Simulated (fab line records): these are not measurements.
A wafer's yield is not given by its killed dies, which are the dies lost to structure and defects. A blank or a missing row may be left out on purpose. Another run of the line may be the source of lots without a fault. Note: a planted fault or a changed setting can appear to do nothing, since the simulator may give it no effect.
Struck lot and sound lot, side by side    flow nand harc    13 out of 1159 route steps
Sound: the wafers L681.1, L681.2, L681.4. Wafers struck: L690.3, L690.5, L690.6. At the end, the cause is stated.
Order at every step that has rows: each side's tool, ch and its chambers, its first start. Under that, the readings that differ: sound wafers    struck wafers    difference of the means    sigmas: that difference in standard deviations of wafers without a fault.
alike: readings with means less than 2 such deviations apart, plus words and numbers identical on both sides. not compared: withheld readings, readings lacking a value on some wafer, bounds such as >300 that could conceal the same value, and numbers that have no deviation in the record and whose values overlap.
A row with sigmas, a row that says differs or no value, or rows on one side alone: a step with any of these is where the two part. Non-overlapping numbers with no deviation appear without sigmas and do not part them. A reading that every wafer of one side lacks parts them only if that side has two wafers or more.

first, 1 step without rows for these wafers: NHARC_P_M0_SRD_25.
NHARC_P_M0_INSPECT_27:
  sound on defect inspect-02 at day 7 12:27; struck on defect inspect-01 at day 10 00:17
  alike: raw defect count
NHARC_P_M0_PRE_CLEAN_31: time 12 s.
  sound on pecvd-03 ch 0,1, day 7 12:31; struck on pecvd-04 ch 0,1,2, day 10 00:21
  alike: heater power w
NHARC_P_M0_DEP_32: deposits SiCN, target thk 30 nm.
  sound on pecvd-03 ch 0,1, day 7 12:36; struck on pecvd-04 ch 0,1,2, day 10 00:26
  alike: heater power w
then, 7 steps without rows for these wafers: NHARC_P_M1_DEP_00 (deposits SiOC, target thk 182.5 nm); NHARC_P_M1_DEHYDRATE_01 (time 120 s); NHARC_P_M1_HMDS_02 (time 30 s); NHARC_P_M1_COAT_34 (time 65 s); NHARC_P_M1_COAT_03 (resist thk 90 nm); NHARC_P_M1_SOFTBAKE_04 (time 55 s); NHARC_P_M1_EBR_05.
NHARC_P_M1_EXPOSE_06: exposes mask P M1, target cd 130 nm.
  struck on arfi scanner-01, day 10 01:26; sound on arfi scanner-03 ch 0, day 7 13:43
  no value came back on the struck wafers for exposure dose mJ cm2, focus offset nm (nm); on the sound wafers exposure dose mJ cm2 reads 81.85 82.00 81.83
  alike: mask
then, 1 step without rows for these wafers: NHARC_P_M1_PEB_07 (peb time 65 s).

WHERE THEY PART
Only at NHARC_P_M1_EXPOSE_06, as far as this record shows.

WHY: what had been put in by the simulator
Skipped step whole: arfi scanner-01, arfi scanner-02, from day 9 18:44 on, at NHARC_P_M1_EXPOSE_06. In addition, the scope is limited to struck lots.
